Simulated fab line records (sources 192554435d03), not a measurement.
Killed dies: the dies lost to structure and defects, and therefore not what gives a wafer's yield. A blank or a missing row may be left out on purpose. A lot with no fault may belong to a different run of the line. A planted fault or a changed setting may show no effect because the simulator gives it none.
Chamber matching    flow n5Finfet    N5_BEOL_M10_DEP_56 on pecvd-04 has 3 sister chambers
The step deposits SiCN from 3MS/NH3, target thk 15 nm, time 26.5 s. 6 wafers are shown with their chamber, then 7 later ones without.

## EACH WAFER AND ITS CHAMBER
wafer   chamber  throttleValvePct (%)  showerheadPlenumPTorr (Torr)
L089.4  1        8.7                   3.672
L089.6  0        8.8                   3.658
L088.4  1        8.8                   3.661
L088.5  2        8.5                   3.666
L091.1  0        9.3                   3.669
L091.2  2        8.6                   3.667

## WAFERS WITHOUT THEIR CHAMBER
wafer   throttleValvePct (%)  showerheadPlenumPTorr (Torr)
L091.4  8.9                   3.661
L095.1  8.6                   3.668
L095.3  8.7                   3.654
L095.6  8.7                   3.674
L096.1  8.8                   3.665
L096.3  8.7                   3.656
L096.4  9.0                   3.671

## WHICH CHAMBER EACH WENT THROUGH
wafer   from the rows above           in truth
L091.4  can't be placed: 0 or 1 or 2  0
L095.1  can't be placed: 2 or 1 or 0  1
L095.3  can't be placed: 1 or 2 or 0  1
L095.6  can't be placed: 1 or 2 or 0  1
L096.1  can't be placed: 1 or 0 or 2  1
L096.3  can't be placed: 1 or 2 or 0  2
L096.4  can't be placed: 0 or 1 or 2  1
Correctly placed: 0 of 7. These rows do not allow placing 7 (true chamber among the candidates in 7). Number placed wrongly: 0.
How it was worked out, from the rows above alone: a wafer's distance from a chamber is the root of the sum, over the readings, of the square of ((its reading less the chamber's mean) divided by the reading's scatter). If the next closest chamber is less than 2 further off than the closest, the wafer can't be placed; otherwise it belongs to the closest. The mean given for a chamber averages the wafers shown for that chamber. How the scatter is found: for the shown wafers, subtract from each reading the mean of its chamber, square and add these, divide the total by (wafers less chambers), then take the root.
